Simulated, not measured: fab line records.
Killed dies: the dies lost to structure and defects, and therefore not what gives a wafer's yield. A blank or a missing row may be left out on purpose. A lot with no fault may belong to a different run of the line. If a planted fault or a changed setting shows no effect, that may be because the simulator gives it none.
Matching of chambers :: flow nand_harc :: 4 sister chambers for NHARC_P_M0_DESCUM_14 on rie_diel-02
The step chemistry O2, time 3 s. 4 wafers are shown with their chamber, then 12 later ones without.

== EACH WAFER AND ITS CHAMBER ==
wafer: L085.1
chamber: 0
showerhead_plenum_p_Torr (Torr): 1.94

wafer: L090.1
chamber: 1
showerhead_plenum_p_Torr (Torr): 1.91

wafer: L090.2
chamber: 3
showerhead_plenum_p_Torr (Torr): 1.89

wafer: L090.5
chamber: 2
showerhead_plenum_p_Torr (Torr): 1.78

== WAFERS MISSING THEIR CHAMBER ==
wafer: L091.2
showerhead_plenum_p_Torr (Torr): 1.77

wafer: L091.5
showerhead_plenum_p_Torr (Torr): 1.91

wafer: L091.6
showerhead_plenum_p_Torr (Torr): 1.77

wafer: L093.3
showerhead_plenum_p_Torr (Torr): 1.91

wafer: L093.4
showerhead_plenum_p_Torr (Torr): 1.89

wafer: L093.5
showerhead_plenum_p_Torr (Torr): 1.94

wafer: L095.1
showerhead_plenum_p_Torr (Torr): 1.77

wafer: L095.2
showerhead_plenum_p_Torr (Torr): 1.89

wafer: L095.3
showerhead_plenum_p_Torr (Torr): 1.94

wafer: L097.1
showerhead_plenum_p_Torr (Torr): 1.89

wafer: L097.4
showerhead_plenum_p_Torr (Torr): 1.93

wafer: L097.5
showerhead_plenum_p_Torr (Torr): 1.93

== WHICH CHAMBER EACH WENT THROUGH ==
wafer: L091.2
from the rows above: 2
in truth: 2

wafer: L091.5
from the rows above: 1
in truth: 1

wafer: L091.6
from the rows above: 2
in truth: 2

wafer: L093.3
from the rows above: 1
in truth: 1

wafer: L093.4
from the rows above: 3
in truth: 3

wafer: L093.5
from the rows above: 0
in truth: 0

wafer: L095.1
from the rows above: 2
in truth: 2

wafer: L095.2
from the rows above: 3
in truth: 3

wafer: L095.3
from the rows above: 0
in truth: 0

wafer: L097.1
from the rows above: 3
in truth: 3

wafer: L097.4
from the rows above: can't be placed: 0 or 1
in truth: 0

wafer: L097.5
from the rows above: can't be placed: 0 or 1
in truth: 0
Correct placement for 10 of the 12. These rows do not allow placing 2 (true chamber among the candidates in 2). Wrongly placed: 0.
How it was worked out, from the rows above alone: a wafer's distance from a chamber is the root of the sum, over the readings, of the square of ((its reading less the chamber's mean) divided by the reading's scatter). If the next closest chamber is less than 2 further off than the closest, the wafer can't be placed; otherwise it belongs to the closest. A chamber's mean is the mean of its shown wafers. The scatter (one wafer shown for each chamber): square how far every hidden wafer sits from the nearest shown wafer, average those squares and take the square root.
